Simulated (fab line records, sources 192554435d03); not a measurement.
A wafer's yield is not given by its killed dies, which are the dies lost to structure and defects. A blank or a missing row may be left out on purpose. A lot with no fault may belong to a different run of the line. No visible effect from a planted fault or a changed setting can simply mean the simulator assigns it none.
What tool caused it? || flow n5 finfet || 33 wafers from 11 lots sampled at 5 of the route's 1938 steps

WHAT EACH GAUGE READ, for each wafer
N5_BEOL_M12_OCD_MEAS_35.
{"lot": "L501", "measured": "day 10 23:41", "on": "ocd-02", "trench depth nm (nm)": "321 328 329"}
{"lot": "L500", "measured": "day 11 02:28", "on": "ocd-01", "trench depth nm (nm)": "319 319 324"}
{"lot": "L503", "measured": "day 11 07:16", "on": "ocd-02", "trench depth nm (nm)": "326 323 325"}
{"lot": "L505", "measured": "day 11 16:09", "on": "ocd-01", "trench depth nm (nm)": "316 317 320"}
{"lot": "L502", "measured": "day 11 20:50", "on": "ocd-01", "trench depth nm (nm)": "328 326 329"}
{"lot": "L506", "measured": "day 12 01:49", "on": "ocd-02", "trench depth nm (nm)": "314 320 322"}
{"lot": "L513", "measured": "day 13 14:26", "on": "ocd-01", "trench depth nm (nm)": "315 317 322"}
{"lot": "L512", "measured": "day 14 03:43", "on": "ocd-01", "trench depth nm (nm)": "316 310 315"}
{"lot": "L515", "measured": "day 14 08:42", "on": "ocd-02", "trench depth nm (nm)": "327 331 329"}
{"lot": "L521", "measured": "day 15 17:49", "on": "ocd-01", "trench depth nm (nm)": "322 317 314"}
{"lot": "L523", "measured": "day 16 09:26", "on": "ocd-01", "trench depth nm (nm)": "319 320 319"}

N5_BEOL_M13_INSPECT_12: inspects for defects (macro).
{"lot": "L501", "measured": "day 11 04:08", "on": "defect inspect-02", "raw defect count": "1 1 2"}
{"lot": "L500", "measured": "day 11 08:47", "on": "defect inspect-02", "raw defect count": "6 2 4"}
{"lot": "L503", "measured": "day 11 09:41", "on": "defect inspect-02", "raw defect count": "3 3 3"}
{"lot": "L505", "measured": "day 11 21:46", "on": "defect inspect-01", "raw defect count": "4 3 4"}
{"lot": "L502", "measured": "day 12 00:13", "on": "defect inspect-01", "raw defect count": "3 4 3"}
{"lot": "L506", "measured": "day 12 08:33", "on": "defect inspect-01", "raw defect count": "1 0 3"}
{"lot": "L513", "measured": "day 13 19:50", "on": "defect inspect-01", "raw defect count": "2 2 3"}
{"lot": "L512", "measured": "day 14 07:45", "on": "defect inspect-02", "raw defect count": "2 2 5"}
{"lot": "L515", "measured": "day 14 12:35", "on": "defect inspect-01", "raw defect count": "3 3 3"}
{"lot": "L521", "measured": "day 15 21:28", "on": "defect inspect-01", "raw defect count": ">300 4 >300"}
{"lot": "L523", "measured": "day 16 13:11", "on": "defect inspect-01", "raw defect count": "2 3 1"}

WHAT TOOL EACH LOT RAN ON (gives the tool, then ch and the chambers of the sampled wafers, and finally the start)
{"lot": "L501", "N5_BEOL_M12_SPUTTER_44": "pvd sputter-03, day 11 02:21", "N5_BEOL_M12_ANNEAL_48": "rtp anneal-01 ch 0, day 11 02:41", "N5_BEOL_M13_ILD_DEP_00": "pecvd-04 ch 0,1, day 11 03:30"}
{"lot": "L500", "N5_BEOL_M12_SPUTTER_44": "pvd sputter-01, day 11 06:58", "N5_BEOL_M12_ANNEAL_48": "rtp anneal-01 ch 0, day 11 07:21", "N5_BEOL_M13_ILD_DEP_00": "pecvd-01 ch 1,2, day 11 08:05"}
{"lot": "L503", "N5_BEOL_M12_SPUTTER_44": "pvd sputter-01, day 11 07:55", "N5_BEOL_M12_ANNEAL_48": "rtp anneal-01 ch 0, day 11 08:26", "N5_BEOL_M13_ILD_DEP_00": "pecvd-04 ch 1,2, day 11 09:10"}
{"lot": "L505", "N5_BEOL_M12_SPUTTER_44": "pvd sputter-02, day 11 20:01", "N5_BEOL_M12_ANNEAL_48": "rtp anneal-02 ch 0, day 11 20:22", "N5_BEOL_M13_ILD_DEP_00": "pecvd-03 ch 1,2, day 11 21:08"}
{"lot": "L502", "N5_BEOL_M12_SPUTTER_44": "pvd sputter-03, day 11 21:53", "N5_BEOL_M12_ANNEAL_48": "rtp anneal-02 ch 0, day 11 22:46", "N5_BEOL_M13_ILD_DEP_00": "pecvd-04 ch 0,1,2, day 11 23:35"}
{"lot": "L506", "N5_BEOL_M12_SPUTTER_44": "pvd sputter-01, day 12 06:46", "N5_BEOL_M12_ANNEAL_48": "rtp anneal-01 ch 0, day 12 07:18", "N5_BEOL_M13_ILD_DEP_00": "pecvd-03 ch 0,2, day 12 08:02"}
{"lot": "L513", "N5_BEOL_M12_SPUTTER_44": "pvd sputter-01, day 13 18:13", "N5_BEOL_M12_ANNEAL_48": "rtp anneal-02 ch 0, day 13 18:36", "N5_BEOL_M13_ILD_DEP_00": "pecvd-04 ch 0,1,2, day 13 19:20"}
{"lot": "L512", "N5_BEOL_M12_SPUTTER_44": "pvd sputter-01, day 14 06:06", "N5_BEOL_M12_ANNEAL_48": "rtp anneal-02 ch 0, day 14 06:28", "N5_BEOL_M13_ILD_DEP_00": "pecvd-03 ch 1,2, day 14 07:14"}
{"lot": "L515", "N5_BEOL_M12_SPUTTER_44": "pvd sputter-02, day 14 10:56", "N5_BEOL_M12_ANNEAL_48": "rtp anneal-01 ch 0, day 14 11:17", "N5_BEOL_M13_ILD_DEP_00": "pecvd-01 ch 0,1, day 14 12:04"}
{"lot": "L521", "N5_BEOL_M12_SPUTTER_44": "pvd sputter-01, day 15 19:43", "N5_BEOL_M12_ANNEAL_48": "rtp anneal-01 ch 0, day 15 20:06", "N5_BEOL_M13_ILD_DEP_00": "pecvd-01 ch 0,2, day 15 20:50"}
{"lot": "L523", "N5_BEOL_M12_SPUTTER_44": "pvd sputter-01, day 16 11:33", "N5_BEOL_M12_ANNEAL_48": "rtp anneal-02 ch 0, day 16 11:56", "N5_BEOL_M13_ILD_DEP_00": "pecvd-03 ch 0,1,2, day 16 12:40"}
- N5_BEOL_M12_SPUTTER_44: material Ta, target thk 10 nm, time 16.13 s.
- N5_BEOL_M12_ANNEAL_48: time 90 s.
- N5_BEOL_M13_ILD_DEP_00: deposits SiOC from DEMS/O2, target thk 837.92 nm, time 166.4 s.

WHAT THE TOOLS THEMSELVES READ (means of the sampled wafers that have a number; where no wafer has one, the mark that the record gives instead)
N5_BEOL_M12_SPUTTER_44.
{"lot": "L501", "tool": "pvd sputter-03", "throttle valve pct (%)": 30.1}
{"lot": "L500", "tool": "pvd sputter-01", "throttle valve pct (%)": 29.1}
{"lot": "L503", "tool": "pvd sputter-01", "throttle valve pct (%)": 30.2}
{"lot": "L505", "tool": "pvd sputter-02", "throttle valve pct (%)": 29.9}
{"lot": "L502", "tool": "pvd sputter-03", "throttle valve pct (%)": 31.2}
{"lot": "L506", "tool": "pvd sputter-01", "throttle valve pct (%)": 29.2}
{"lot": "L513", "tool": "pvd sputter-01", "throttle valve pct (%)": 29.5}
{"lot": "L512", "tool": "pvd sputter-01", "throttle valve pct (%)": 29.3}
{"lot": "L515", "tool": "pvd sputter-02", "throttle valve pct (%)": 30.8}
{"lot": "L521", "tool": "pvd sputter-01", "throttle valve pct (%)": 29.6}
{"lot": "L523", "tool": "pvd sputter-01", "throttle valve pct (%)": 29.1}

N5_BEOL_M12_ANNEAL_48.
{"lot": "L501", "tool": "rtp anneal-01", "wafer_temp_C_max": 225.69}
{"lot": "L500", "tool": "rtp anneal-01", "wafer_temp_C_max": 225.56}
{"lot": "L503", "tool": "rtp anneal-01", "wafer_temp_C_max": 225.44}
{"lot": "L505", "tool": "rtp anneal-02", "wafer_temp_C_max": 225.68}
{"lot": "L502", "tool": "rtp anneal-02", "wafer_temp_C_max": 226.17}
{"lot": "L506", "tool": "rtp anneal-01", "wafer_temp_C_max": 225.48}
{"lot": "L513", "tool": "rtp anneal-02", "wafer_temp_C_max": 226.22}
{"lot": "L512", "tool": "rtp anneal-02", "wafer_temp_C_max": 225.97}
{"lot": "L515", "tool": "rtp anneal-01", "wafer_temp_C_max": 225.65}
{"lot": "L521", "tool": "rtp anneal-01", "wafer_temp_C_max": 225.49}
{"lot": "L523", "tool": "rtp anneal-02", "wafer_temp_C_max": 225.81}

N5_BEOL_M13_ILD_DEP_00.
{"lot": "L501", "tool": "pecvd-04", "heater power w (W)": 498, "showerhead plenum p Torr (Torr)": 5.714, "throttle valve pct (%)": 12.1}
{"lot": "L500", "tool": "pecvd-01", "heater power w (W)": 414, "showerhead plenum p Torr (Torr)": 5.669, "throttle valve pct (%)": 12.7}
{"lot": "L503", "tool": "pecvd-04", "heater power w (W)": 531, "showerhead plenum p Torr (Torr)": 5.692, "throttle valve pct (%)": 11.6}
{"lot": "L505", "tool": "pecvd-03", "heater power w (W)": 460, "showerhead plenum p Torr (Torr)": 5.700, "throttle valve pct (%)": 11.4}
{"lot": "L502", "tool": "pecvd-04", "heater power w (W)": 478, "showerhead plenum p Torr (Torr)": 5.697, "throttle valve pct (%)": 11.9}
{"lot": "L506", "tool": "pecvd-03", "heater power w (W)": 503, "showerhead plenum p Torr (Torr)": 5.705, "throttle valve pct (%)": 11.4}
{"lot": "L513", "tool": "pecvd-04", "heater power w (W)": 534, "showerhead plenum p Torr (Torr)": 5.687, "throttle valve pct (%)": 12.0}
{"lot": "L512", "tool": "pecvd-03", "heater power w (W)": 519, "showerhead plenum p Torr (Torr)": 5.693, "throttle valve pct (%)": 11.4}
{"lot": "L515", "tool": "pecvd-01", "heater power w (W)": 459, "showerhead plenum p Torr (Torr)": 5.660, "throttle valve pct (%)": 12.8}
{"lot": "L521", "tool": "pecvd-01", "heater power w (W)": 539, "showerhead plenum p Torr (Torr)": 5.680, "throttle valve pct (%)": 11.7}
{"lot": "L523", "tool": "pecvd-03", "heater power w (W)": 503, "showerhead plenum p Torr (Torr)": 5.696, "throttle valve pct (%)": 11.3}

THE ANSWER, worked out from the rows above alone
Rule: the usual values come from the lots themselves. The widest of any qualifying gaps counts: lots, ordered by their means at a reading, are off when they make up no more than a third of the lots, leave a main group of 4 or more, and stand apart from it by 3 or more times the standard deviation of that group's means. A main group whose means are all the same, to the digits that the tables above print for the reading, isn't used. A lot without any number at a reading at which 4 lots or more have one is off too. Any other lot the step has rows for is counted as sound. First the gauges in route order, then the tools' own readings, where a lot's mean is used as printed above. At the first step where some lot is off, the reading lying furthest off is the one used; lots without a number count as furthest.
None of the lots is off at any reading shown; this tells nothing.

WHAT THE SIMULATOR HAD INSERTED
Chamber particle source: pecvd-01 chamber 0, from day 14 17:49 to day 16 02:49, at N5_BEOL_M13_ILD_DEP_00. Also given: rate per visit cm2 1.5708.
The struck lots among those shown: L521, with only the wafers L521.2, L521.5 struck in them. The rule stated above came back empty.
